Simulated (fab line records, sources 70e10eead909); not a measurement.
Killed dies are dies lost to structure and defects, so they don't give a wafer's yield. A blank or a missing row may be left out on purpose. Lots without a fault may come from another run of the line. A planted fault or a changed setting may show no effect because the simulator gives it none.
fab line records | flow nand_harc | part 1 of 2: steps 1 to 32 of 39
record lots=5 wafers=15 last_day=33
route steps=1302 shown A_STAIRCASE@750
lots that met no fault: from a run of the same line without faults
start_h: hours from the record's first day to the start of the lot's first wafer shown | wait_h: hours since the lot's step before | " the same as in the row above | L1.1+2: a row that stands for several wafers | - no value, or no start given | * or withheld: withheld | < > ~ a bound
route shown NAME@n: a module of which the file shows steps, and the number in the route of the first | usual: mean/standard deviation of fault-free wafers | same: alike in all rows | chamber/n: place in a boat | sites: the reading at each site | _std_site: their standard deviation | _edge_site: outer sites' mean less inner sites' | radius_mm: how far each site lies from the wafer's centre | mask NAME#n: copy n | behind: the tool/chamber that last shaped the wafer | hold: why the lot was held/for how many hours/how that ended | device: the transistor (n, p or np) that didn't switch | end of line: the same wafers' tests at the end of the route | a step without rows: its recipe alone | killed: dies lost to structure and defects at the first sort, not the wafer's yield | map: a wafer's dies, x killed, . not, _ none there
set.NAME: the setting as run; set.NAME@STEP: as run at that earlier step | model.NAME: the simulator's own value behind a step, which no gauge read
lots at some steps of the route; a table a step, a row a wafer
services: from which hour (start_h, from the record's first day; less than 0 if before it) a tool's chamber was out of use, for how many hours, and why
## steps
# step NHARC_A_STAIRCASE_ETCH_236
# recipe target_depth_a=1000 time_s=40.5 ion_energy_ev=400 c4f8_flow_sccm=20 o2_flow_sccm=10 ar_flow_sccm=withheld rf_w=600 bias_w=1000 chemistry=C4F8/O2
# usual oes_product_au=0.942/0.0094 rf_fwd_power_W=593.3/2.2 rf_vpp_V=894/4.6
# columns lot.wafer tool chamber start_h wait_h oes_product_au rf_fwd_power_W rf_hours_counter_h rf_vpp_V
L078.1 rie_diel-05 2 - - 0.944 593.9 57 892
L078.3 " 3 " " 0.957 595.7 64 895
L078.5 " 1 " " 0.950 593.6 - 891
L079.3 rie_diel-08 3 - - 0.942 593.3 19 898
L079.6 " 1 " " 0.952 594.8 - 889
L079.5 " 2 " " 0.950 596.1 - 905
L087.2 rie_diel-05 2 - - 0.936 593.5 30 892
L087.1 " 3 " " 0.942 595.3 31 896
L087.5 " 3 " " 0.932 597.2 - 894
L091.2 rie_diel-05 2 - - 0.946 596.4 42 891
L091.5 " 3 " " 0.948 596.8 - 895
L091.6 " 0 " " 0.927 596.3 - 895
L097.1 rie_diel-05 2 - - 0.947 596.0 58 891
L097.4 " 0 " " 0.947 594.7 59 893
L097.6 " 2 " " 0.947 594.1 - 890
# step NHARC_A_STAIRCASE_STRIP_238
# recipe power_w=1500 temp_c=250 chemistry=O2
# usual drypump_motor_current_A=5.78/0.16 heater_power_w=361/34
# columns lot.wafer tool chamber start_h wait_h drypump_motor_current_A heater_power_w rf_hours_counter_h
L078.1 plasma_asher-01 1 405.76 0.1 6.06 404 9
L078.3 " 0 " " 5.76 334 -
L078.5 " 1 " " 6.05 403 -
L079.3 plasma_asher-01 0 428.98 0.2 5.78 329 -
L079.5 " 1 " " 6.06 399 -
L079.6 " 0 " " 5.76 333 -
L087.1 plasma_asher-02 1 508.19 0.1 5.59 376 15
L087.2 " 0 " " 5.72 323 15
L087.5 " 1 " " 5.62 385 -
L091.2 plasma_asher-02 1 538.96 0.1 5.60 369 24
L091.6 " 1 " " 5.63 372 -
L091.5 " 0 " " 5.73 332 -
L097.1 plasma_asher-02 0 581.69 0.1 5.74 321 32
L097.4 " 0 " " 5.74 334 -
L097.6 " 1 " " 5.63 382 -
# step NHARC_A_STAIRCASE_STRIP_239
# recipe time_s=900 temp_c=130 chemistry=SPM
# columns lot.wafer tool chamber start_h wait_h
L078.5+1+3 wet_bench-01 7,0,2 406.10 0.1
L079.6+3+5 wet_bench-01 6,7,2 429.18 0.1
L087.1+5+2 wet_bench-01 6,7,2 508.55 0.3
L091.6+2+5 wet_bench-01 0,1,2 539.32 0.1
L097.1+4+6 wet_bench-06 4,5,7 582.01 0.3
# step NHARC_A_STAIRCASE_PRECLEAN_240
# recipe time_s=* temp_c=50 bath_age_min=0 chemistry=SC1
# usual diw_flow_mL_min=1415/4.6
# columns lot.wafer tool chamber start_h wait_h diw_flow_mL_min
L078.5 wet_bench-01 7 - - 1410
L078.1 " 0 " " 1411
L078.3 " 2 " " 1410
L079.6 wet_bench-01 6 - - 1421
L079.3 " 7 " " 1415
L079.5 " 2 " " 1424
L087.1 wet_bench-01 6 - - 1422
L087.5 " 7 " " 1410
L087.2 " 2 " " 1422
L091.6 wet_bench-01 0 - - 1417
L091.2 " 1 " " 1420
L091.5 " 2 " " 1411
L097.1 wet_bench-06 4 - - 1411
L097.4 " 5 " " 1418
L097.6 " 7 " " 1419
# step NHARC_A_STAIRCASE_SRD_241
# columns lot.wafer tool chamber start_h wait_h
L078.5+1+3 wet_bench-01 7,0,2 - -
L079.6+3+5 wet_bench-01 6,7,2 - -
L087.1+5+2 wet_bench-01 6,7,2 - -
L091.6+2+5 wet_bench-01 0,1,2 - -
L097.1+4+6 wet_bench-06 4,5,7 - -
# step NHARC_A_STAIRCASE_DEHYDRATE_242
# recipe temp_c=150 time_s=120
# columns lot.wafer tool chamber start_h wait_h
L078.1+3+5 litho_track-05 0 406.55 -
L079.3+5+6 litho_track-05 0 429.64 -
L087.1+2+5 litho_track-03 0 509.01 -
L091.2+5+6 litho_track-05 0 539.76 -
L097.1+4+6 litho_track-07 0 582.45 -
# step NHARC_A_STAIRCASE_HMDS_243
# recipe time_s=30
# columns lot.wafer tool chamber start_h wait_h
L078.1+3+5 litho_track-05 0 - -
L079.3+5+6 litho_track-05 0 - -
L087.1+2+5 litho_track-03 0 - -
L091.2+5+6 litho_track-05 0 - -
L097.1+4+6 litho_track-07 0 - -
# step NHARC_A_STAIRCASE_COAT_244
# recipe spin_rpm=1200
# columns lot.wafer tool chamber start_h wait_h
L078.1+3+5 litho_track-05 0 - -
L079.3+5+6 litho_track-05 0 - -
L087.1+2+5 litho_track-03 0 - -
L091.2+5+6 litho_track-05 0 - -
L097.1+4+6 litho_track-07 0 - -
# step NHARC_A_STAIRCASE_SOFTBAKE_245
# recipe temp_c=135 time_s=170
# columns lot.wafer tool chamber start_h wait_h
L078.1+3+5 litho_track-05 0 - -
L079.3+5+6 litho_track-05 0 - -
L087.1+2+5 litho_track-03 0 - -
L091.2+5+6 litho_track-05 0 - -
L097.1+4+6 litho_track-07 0 - -
# step NHARC_A_STAIRCASE_EBR_246
# columns lot.wafer tool chamber start_h wait_h
L078.1+3+5 litho_track-05 0 - -
L079.3+5+6 litho_track-05 0 - -
L087.1+2+5 litho_track-03 0 - -
L091.2+5+6 litho_track-05 0 - -
L097.1+4+6 litho_track-07 0 - -
# step NHARC_A_STAIRCASE_EXPOSE_247
# recipe na=0.5 dose_mj=25.34 mask_id=SDS_1
# columns lot.wafer tool chamber start_h wait_h mask
L078.1+3+5 krf_scanner-03 0 406.89 - SDS_1#0
L079.3+5+6 krf_scanner-04 0 429.98 - SDS_1#0
L087.1+2+5 krf_scanner-04 0 509.34 - SDS_1#0
L091.2+5+6 krf_scanner-02 0 540.10 - SDS_1#0
L097.1+4+6 krf_scanner-04 0 582.78 - SDS_1#0
# step NHARC_A_STAIRCASE_PEB_248
# recipe peb_temp_c=115 peb_time_s=130
# columns lot.wafer tool chamber start_h wait_h
L078.1+3+5 litho_track-07 0 406.95 0.1
L079.3+5+6 litho_track-03 0 430.04 0.1
L087.1+2+5 litho_track-07 0 509.41 0.1
L091.2+5+6 litho_track-03 0 540.16 0.1
L097.1+4+6 litho_track-07 0 582.85 0.1
# step NHARC_A_STAIRCASE_DEVELOP_249
# recipe time_s=140
# columns lot.wafer tool chamber start_h wait_h
L078.1+3+5 litho_track-07 0 - -
L079.3+5+6 litho_track-03 0 - -
L087.1+2+5 litho_track-07 0 - -
L091.2+5+6 litho_track-03 0 - -
L097.1+4+6 litho_track-07 0 - -
# step NHARC_A_STAIRCASE_HARDBAKE_251
# recipe temp_c=120 time_s=140
# columns lot.wafer tool chamber start_h wait_h
L078.1+3+5 litho_track-05 0 407.17 -
L079.3+5+6 litho_track-03 0 430.26 -
L087.1+2+5 litho_track-05 0 509.62 -
L091.2+5+6 litho_track-03 0 540.38 -
L097.1+4+6 litho_track-03 0 583.08 -
# step NHARC_A_STAIRCASE_DESCUM_252
# recipe time_s=3 o2_flow_sccm=200 ar_flow_sccm=0 bias_power_w=0 chemistry=O2
# usual drypump_motor_current_A=5.6/0.54 oes_product_au=0.998/0.0078 rf_vpp_V=57.8/0.89 showerhead_plenum_p_Torr=1.89/0.078 throttle_valve_pct=11.311/0.0089
# columns lot.wafer tool chamber start_h wait_h drypump_motor_current_A oes_product_au rf_hours_counter_h rf_vpp_V showerhead_plenum_p_Torr throttle_valve_pct
L078.3 rie_diel-08 2 407.28 - 5.6 0.988 7 58.1 2.07 11.302
L078.1 " 3 " " 6.4 0.993 8 59.2 1.95 11.312
L078.5 " 0 " " 5.3 1.010 - 59.7 1.94 11.312
L079.3 rie_diel-05 0 430.35 - 5.4 0.992 4 57.7 1.89 11.305
L079.6 " 3 " " 5.2 0.989 - 58.7 1.90 11.322
L079.5 " 0 " " 5.4 0.989 - 58.5 1.89 11.326
L087.2 rie_diel-08 0 509.73 - 5.3 1.015 36 58.3 1.94 11.311
L087.1 " 1 " " 6.5 0.999 35 57.6 1.79 11.312
L087.5 " 3 " " 6.5 0.998 - 56.9 1.94 11.316
L091.2 rie_diel-08 0 540.47 - 5.3 0.992 47 56.4 1.93 11.294
L091.6 " 0 " " 5.3 0.998 - 57.6 1.93 11.305
L091.5 " 1 " " 6.5 0.994 - 58.4 1.79 11.302
L097.1 rie_diel-05 3 583.17 - 5.2 0.991 56 56.4 1.88 11.309
L097.4 " 2 " " 5.0 1.003 58 58.3 1.84 11.298
L097.6 " 0 " " 5.3 0.989 - 56.5 1.87 11.315
# step NHARC_A_STAIRCASE_ETCH_253
# recipe target_depth_a=500 time_s=20.2 ion_energy_ev=400 c4f8_flow_sccm=20 o2_flow_sccm=10 ar_flow_sccm=withheld rf_w=600 bias_w=1000 chemistry=C4F8/O2
# usual oes_product_au=0.957/0.016 rf_fwd_power_W=590.0/2.8 rf_vpp_V=895/5.3
# columns lot.wafer tool chamber start_h wait_h oes_product_au rf_fwd_power_W rf_hours_counter_h rf_vpp_V
L078.3 rie_diel-08 1 407.35 0.1 0.942 587.8 8 888
L078.1 " 2 " " 0.955 595.4 7 905
L078.5 " 1 " " 0.931 589.8 - 890
L079.3 rie_diel-05 2 430.44 0.1 0.965 592.5 3 892
L079.6 " 1 " " 0.974 593.3 - 891
L079.5 " 2 " " 0.975 593.2 - 893
L087.2 rie_diel-08 2 509.80 0.1 0.984 590.6 39 904
L087.1 " 1 " " 0.984 592.2 35 888
L087.5 " 3 " " 0.949 587.0 - 897
L091.2 rie_diel-08 1 540.56 0.1 0.955 590.8 50 887
L091.6 " 1 " " 0.946 589.9 - 888
L091.5 " 2 " " 0.974 591.2 - 905
L097.1 rie_diel-05 1 583.26 0.1 0.969 590.7 61 890
L097.4 " 2 " " 0.976 592.6 58 889
L097.6 " 1 " " 0.970 591.8 - 891
# step NHARC_A_STAIRCASE_STRIP_254
# recipe power_w=1500 temp_c=250 chemistry=O2
# usual drypump_motor_current_A=5.75/0.16 heater_power_w=361/33
# columns lot.wafer tool chamber start_h wait_h drypump_motor_current_A heater_power_w rf_hours_counter_h
L078.1 plasma_asher-01 1 407.48 - 6.06 399 10
L078.3 " 1 " " 6.06 408 -
L078.5 " 0 " " 5.77 334 -
L079.3 plasma_asher-01 1 430.66 - 6.07 394 -
L079.5 " 0 " " 5.71 339 -
L079.6 " 1 " " 6.07 420 -
L087.1 plasma_asher-02 1 509.89 - 5.60 395 15
L087.2 " 0 " " 5.71 318 15
L087.5 " 0 " " 5.71 325 -
L091.2 plasma_asher-02 0 540.64 - 5.71 333 24
L091.6 " 0 " " 5.71 326 -
L091.5 " 1 " " 5.59 381 -
L097.1 plasma_asher-01 1 583.34 - 6.05 396 11
L097.4 " 1 " " 6.06 406 -
L097.6 " 1 " " 6.04 407 -
# step NHARC_A_STAIRCASE_STRIP_255
# recipe time_s=900 temp_c=130 chemistry=SPM
# columns lot.wafer tool chamber start_h wait_h
L078.5+1+3 wet_bench-01 7,0,3 407.78 0.1
L079.5+6+3 wet_bench-01 4,5,6 430.88 0.1
L087.5+2+1 wet_bench-01 5,6,7 510.25 0.1
L091.5+6+2 wet_bench-04 1,3,4 541.03 0.1
L097.6+1+4 wet_bench-06 3,5,7 583.69 0.1
# step NHARC_A_STAIRCASE_PRECLEAN_256
# recipe time_s=* temp_c=50 bath_age_min=0 chemistry=SC1
# usual diw_flow_mL_min=1415/4.4
# columns lot.wafer tool chamber start_h wait_h diw_flow_mL_min
L078.5 wet_bench-01 7 - - 1413
L078.1 " 0 " " 1411
L078.3 " 3 " " 1414
L079.5 wet_bench-01 4 - - 1413
L079.6 " 5 " " 1413
L079.3 " 6 " " 1412
L087.5 wet_bench-01 5 - - 1411
L087.2 " 6 " " 1409
L087.1 " 7 " " 1413
L091.5 wet_bench-04 1 - - 1419
L091.6 " 3 " " 1414
L091.2 " 4 " " 1413
L097.6 wet_bench-06 3 - - 1413
L097.1 " 5 " " 1414
L097.4 " 7 " " 1414
# step NHARC_A_STAIRCASE_SRD_257
# columns lot.wafer tool chamber start_h wait_h
L078.5+1+3 wet_bench-01 7,0,3 - -
L079.5+6+3 wet_bench-01 4,5,6 - -
L087.5+2+1 wet_bench-01 5,6,7 - -
L091.5+6+2 wet_bench-04 1,3,4 - -
L097.6+1+4 wet_bench-06 3,5,7 - -
# step NHARC_A_STAIRCASE_HM_DEP_456
# recipe target_thk_a=31000 temp_c=400 material=aC
# usual throttle_valve_pct=35.000/0.0088
# columns lot.wafer tool chamber start_h wait_h throttle_valve_pct
L078.1 acl_dep-01 0 410.75 - 34.998
L078.3 " 0 " " 34.992
L078.5 " 0 " " 34.993
L079.3 acl_dep-03 0 431.95 - 34.998
L079.5 " 0 " " 35.013
L079.6 " 0 " " 34.986
L087.1 acl_dep-03 0 511.94 - 34.992
L087.2 " 0 " " 35.005
L087.5 " 0 " " 34.998
L091.2 acl_dep-02 0 542.18 - 34.997
L091.5 " 0 " " 35.008
L091.6 " 0 " " 35.011
L097.1 acl_dep-02 0 584.15 - 35.001
L097.4 " 0 " " 35.007
L097.6 " 0 " " 35.003
# step NHARC_A_STAIRCASE_DEP_259
# recipe target_thk_a=300 target_thk_nm=30 temp_c=400 pressure_torr=3.5 flow_sccm=200 rf_w=350 material=SiON
# usual heater_power_w=767/88 rf_fwd_power_W=348.8/1.1
# columns lot.wafer tool chamber start_h wait_h heater_power_w rf_fwd_power_W
L078.3 pecvd-04 1 412.61 0.9 840 350.4
L078.1 " 0 " " 785 348.5
L078.5 " 2 " " 808 348.4
L079.3 pecvd-01 2 433.26 1.0 872 348.4
L079.6 " 0 " " 731 349.8
L079.5 " 2 " " 853 348.1
L087.2 pecvd-02 0 513.79 1.2 681 348.1
L087.1 " 2 " " 823 350.1
L087.5 " 0 " " 686 348.0
L091.2 pecvd-04 1 543.73 1.2 888 349.7
L091.5 " 2 " " 842 350.9
L091.6 " 0 " " 839 349.1
L097.1 pecvd-04 0 586.05 1.6 741 349.3
L097.6 " 2 " " 765 349.5
L097.4 " 0 " " 745 349.6
# step NHARC_A_STAIRCASE_DEHYDRATE_260
# recipe temp_c=150 time_s=120
# columns lot.wafer tool chamber start_h wait_h
L078.1+3+5 litho_track-05 0 412.88 0.2
L079.3+5+6 litho_track-05 0 433.47 0.2
L087.1+2+5 litho_track-03 0 514.06 0.2
L091.2+5+6 litho_track-03 0 544.00 0.2
L097.1+4+6 litho_track-05 0 586.30 0.2
# step NHARC_A_STAIRCASE_HMDS_261
# recipe time_s=30
# columns lot.wafer tool chamber start_h wait_h
L078.1+3+5 litho_track-05 0 - -
L079.3+5+6 litho_track-05 0 - -
L087.1+2+5 litho_track-03 0 - -
L091.2+5+6 litho_track-03 0 - -
L097.1+4+6 litho_track-05 0 - -
# step NHARC_A_STAIRCASE_COAT_262
# recipe spin_rpm=1200
# columns lot.wafer tool chamber start_h wait_h
L078.1+3+5 litho_track-05 0 - -
L079.3+5+6 litho_track-05 0 - -
L087.1+2+5 litho_track-03 0 - -
L091.2+5+6 litho_track-03 0 - -
L097.1+4+6 litho_track-05 0 - -
# step NHARC_A_STAIRCASE_SOFTBAKE_263
# recipe temp_c=135 time_s=170
# columns lot.wafer tool chamber start_h wait_h
L078.1+3+5 litho_track-05 0 - -
L079.3+5+6 litho_track-05 0 - -
L087.1+2+5 litho_track-03 0 - -
L091.2+5+6 litho_track-03 0 - -
L097.1+4+6 litho_track-05 0 - -
# step NHARC_A_STAIRCASE_EBR_264
# columns lot.wafer tool chamber start_h wait_h
L078.1+3+5 litho_track-05 0 - -
L079.3+5+6 litho_track-05 0 - -
L087.1+2+5 litho_track-03 0 - -
L091.2+5+6 litho_track-03 0 - -
L097.1+4+6 litho_track-05 0 - -
# step NHARC_A_STAIRCASE_EXPOSE_265
# recipe na=0.5 dose_mj=25.01 mask_id=CHOP_200
# columns lot.wafer tool chamber start_h wait_h mask
L078.1+3+5 krf_scanner-02 0 413.09 - CHOP_200#0
L079.3+5+6 krf_scanner-03 0 433.82 - CHOP_200#0
L087.1+2+5 krf_scanner-02 0 514.27 - CHOP_200#0
L091.2+5+6 krf_scanner-03 0 544.22 - CHOP_200#0
L097.1+4+6 krf_scanner-04 0 586.50 - CHOP_200#0
# step NHARC_A_STAIRCASE_PEB_266
# recipe peb_temp_c=115 peb_time_s=130
# columns lot.wafer tool chamber start_h wait_h
L078.1+3+5 litho_track-05 0 413.16 0.1
L079.3+5+6 litho_track-05 0 433.87 0.1
L087.1+2+5 litho_track-05 0 514.34 0.1
L091.2+5+6 litho_track-07 0 544.28 0.1
L097.1+4+6 litho_track-03 0 586.57 0.1
# step NHARC_A_STAIRCASE_DEVELOP_267
# recipe time_s=140
# columns lot.wafer tool chamber start_h wait_h
L078.1+3+5 litho_track-05 0 - -
L079.3+5+6 litho_track-05 0 - -
L087.1+2+5 litho_track-05 0 - -
L091.2+5+6 litho_track-07 0 - -
L097.1+4+6 litho_track-03 0 - -
# step NHARC_A_STAIRCASE_HARDBAKE_269
# recipe temp_c=120 time_s=140
# columns lot.wafer tool chamber start_h wait_h
L078.1+3+5 litho_track-05 0 413.37 -
L079.3+5+6 litho_track-05 0 434.10 -
L087.1+2+5 litho_track-07 0 514.56 -
L091.2+5+6 litho_track-05 0 544.50 -
L097.1+4+6 litho_track-05 0 586.78 -
# step NHARC_A_STAIRCASE_DESCUM_270
# recipe time_s=3 o2_flow_sccm=200 ar_flow_sccm=0 bias_power_w=0 chemistry=O2
# usual drypump_motor_current_A=5.6/0.53 oes_product_au=1.000/0.0077 rf_vpp_V=57.7/0.83 showerhead_plenum_p_Torr=1.89/0.082 throttle_valve_pct=11.312/0.0091
# columns lot.wafer tool chamber start_h wait_h drypump_motor_current_A oes_product_au rf_hours_counter_h rf_vpp_V showerhead_plenum_p_Torr throttle_valve_pct
L078.1 rie_diel-08 2 413.47 - 5.6 1.011 7 56.9 2.07 11.315
L078.3 " 3 " " 6.4 1.000 9 57.1 1.95 11.325
L078.5 " 1 " " 6.5 1.000 - 57.1 1.80 11.319
L079.3 rie_diel-13 0 434.19 - 6.4 0.990 28 58.2 1.85 11.316
L079.6 " 3 " " 5.2 1.014 - 58.3 1.83 11.312
L079.5 " 0 " " 6.4 1.000 - 56.3 1.85 11.309
L087.2 rie_diel-05 1 514.69 - 5.4 1.003 35 57.7 1.83 11.302
L087.1 " 3 " " 5.2 1.012 32 57.3 1.89 11.322
L087.5 " 2 " " 5.1 1.008 - 58.5 1.84 11.298
L091.2 rie_diel-13 0 544.59 - 6.4 0.994 8 57.3 1.84 11.326
L091.6 " 3 " " 5.2 0.984 - 58.6 1.82 11.314
L091.5 " 0 " " 6.4 0.999 - 57.0 1.84 11.298
L097.4 rie_diel-08 0 586.88 - 5.3 0.997 14 57.7 1.93 11.308
L097.1 " 3 " " 6.5 1.000 15 57.3 1.93 11.310
L097.6 " 1 " " 6.5 0.998 - 59.0 1.78 11.312
